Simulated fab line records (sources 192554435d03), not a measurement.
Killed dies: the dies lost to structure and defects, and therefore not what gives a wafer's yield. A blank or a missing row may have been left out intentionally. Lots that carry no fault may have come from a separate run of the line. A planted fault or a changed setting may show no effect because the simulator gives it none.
A lot that was struck, set against a sound lot + flow n5 finfet + 15 out of 1938 route steps
Sound: wafers L161.1, L161.2, L161.4. Struck: wafer L154.6 (left out: L154.1, L154.4 of the same lot, which were not struck); the cause appears at the end.
Each step with rows lists, per side, the tool, then ch with its chambers, then its first start. Under that, the readings that differ: sound wafers + struck wafers + difference of the means + sigmas: that difference in standard deviations of wafers without a fault.
alike: readings with means less than 2 such deviations apart, plus words and numbers identical on both sides. not compared: withheld readings, readings lacking a value on some wafer, bounds such as >300 that could conceal the same value, and numbers that have no deviation in the record and whose values overlap.
The two part at a step that has a row with sigmas, a row that says differs or no value, or rows on one side only. Numbers that have no deviation but don't overlap get no sigmas and don't part them. A reading that every wafer of one side lacks parts them only if that side has two wafers or more.

N5_HKMG_FIN_DESCUM_53: chemistry O2, time 7.9 s.
  sound on rie diel-02 ch 0,2,3, day 7 12:56; struck on rie diel-03 ch 0, day 5 22:23
  alike: drypump motor current A, oes product au, rf vpp V, showerhead plenum p Torr, throttle valve pct
  not compared: rf hours counter h
N5_HKMG_FIN_ETCH_54: etches SiARC in CF4, target depth 45.5 nm, time 75.8 s.
  sound on rie diel-02 ch 0,2,3, day 7 12:59; struck on rie diel-03 ch 0, day 5 22:25
  alike: drypump motor current A, etch rf on time s, oes product au, rf vpp V, showerhead plenum p Torr, throttle valve pct
  not compared: rf hours counter h
then, 3 steps without rows for these wafers: N5_HKMG_FIN_ETCH_55 (etches SOC in N2/H2, target depth 240 nm, time 300 s); N5_HKMG_FIN_STRIP_56 (strips in N2/H2); N5_HKMG_FIN_STRIP_57 (strips in CF4).
N5_HKMG_FIN_ETCH_58: etches SOC in N2/H2, target depth 215.8 nm, time 741 s.
  sound on rie diel-02 ch 0,2,3, day 7 13:14; struck on rie diel-03 ch 0, day 5 22:41
| reading                     | sound       | struck | difference | sigmas |
|-----------------------------|-------------|--------|------------|--------|
| drypump motor current A (A) | 6.4 5.2 6.1 | 4.9    | -1.0       | -2     |
  alike: h2 flow sccm, oes product au, rf vpp V, showerhead plenum p Torr, throttle valve pct
  not compared: rf hours counter h
N5_HKMG_FIN_STRIP_93: strips SOC in N2/H2, time 20 s.
  sound on rie diel-02 ch 0,2,3, day 7 13:40; struck on rie diel-03 ch 0, day 5 23:06
| reading                     | sound       | struck | difference | sigmas |
|-----------------------------|-------------|--------|------------|--------|
| drypump motor current A (A) | 6.4 5.2 6.1 | 4.9    | -1.0       | -2     |
  alike: h2 flow sccm, oes product au, rf vpp V, showerhead plenum p Torr, throttle valve pct
  not compared: rf hours counter h
then, 1 step without rows for these wafers: N5_HKMG_FIN_WET_ETCH_76 (etches Al2O3 in dNH4OH, stops on La2O3, target depth 2.25 nm, rinse time 30 s).
N5_HKMG_FIN_STRIP_60: strips in N2/H2, time 360 s.
  sound on plasma asher-02 ch 0,1, day 7 13:49; struck on plasma asher-02 ch 1, day 5 23:16
  alike: drypump motor current A, h2 flow sccm, heater power w
  not compared: rf hours counter h
then, 3 steps without rows for these wafers: N5_HKMG_FIN_WET_ETCH_77 (etches La2O3 in dHCl, stops on HfO2, target depth 2 nm); N5_HKMG_FIN_WET_ETCH_78 (etches Al2O3 in dNH4OH, stops on La2O3, target depth 4.5 nm, rinse time 30 s); N5_HKMG_FIN_ALD_79 (deposits TiN, target thk 1.5 nm, pulse time 1 s, purge time 3 s).
N5_HKMG_FIN_CVD_62: deposits a-Si from Si2H6, target thk 3 nm, time 20.8 s.
  sound on thermal cvd si-02 ch 0,1,2, day 7 14:40; struck on thermal cvd si-01 ch 1, day 6 00:07
| reading                                   | sound                | struck | difference | sigmas |
|-------------------------------------------|----------------------|--------|------------|--------|
| heater power w (W)                        | 1404 1645 1413       | 1271   | -216       | -2     |
| susceptor temp C (C)                      | 499.74 499.90 499.76 | 482.39 | -17.41     | -73    |
| model.a-Si_of_HKMG_FIN_CVD_62.thk nm (nm) | 2.8 2.8 2.8          | 1.8    | -1.0       |        |
then, 1 step without rows for these wafers: N5_HKMG_FIN_RTA_80 (time 2 s).
-- a jump in the record: the struck wafers' starts before and after are 6 days apart (it breaks off in module HKMG_FIN and resumes in module BEOL_M4, where the first step shown is number 1111 of the route) --
N5_BEOL_M4_RC_MEAS_101:
  sound on prober-02 ch 0, day 13 12:16; struck on prober-01 ch 0, day 11 12:19
  alike: DIBL_N, DIBL_P, IOFF_N, IOFF_P, ION_N, ION_P, SS_N, SS_P, VT_N, VT_P

WHERE THEY PART
At N5_HKMG_FIN_ETCH_58 first; at N5_HKMG_FIN_CVD_62 last (within this record only). Later steps at which nothing parts them and some readings are alike: N5_BEOL_M4_RC_MEAS_101.

WHY: the cause the simulator had injected
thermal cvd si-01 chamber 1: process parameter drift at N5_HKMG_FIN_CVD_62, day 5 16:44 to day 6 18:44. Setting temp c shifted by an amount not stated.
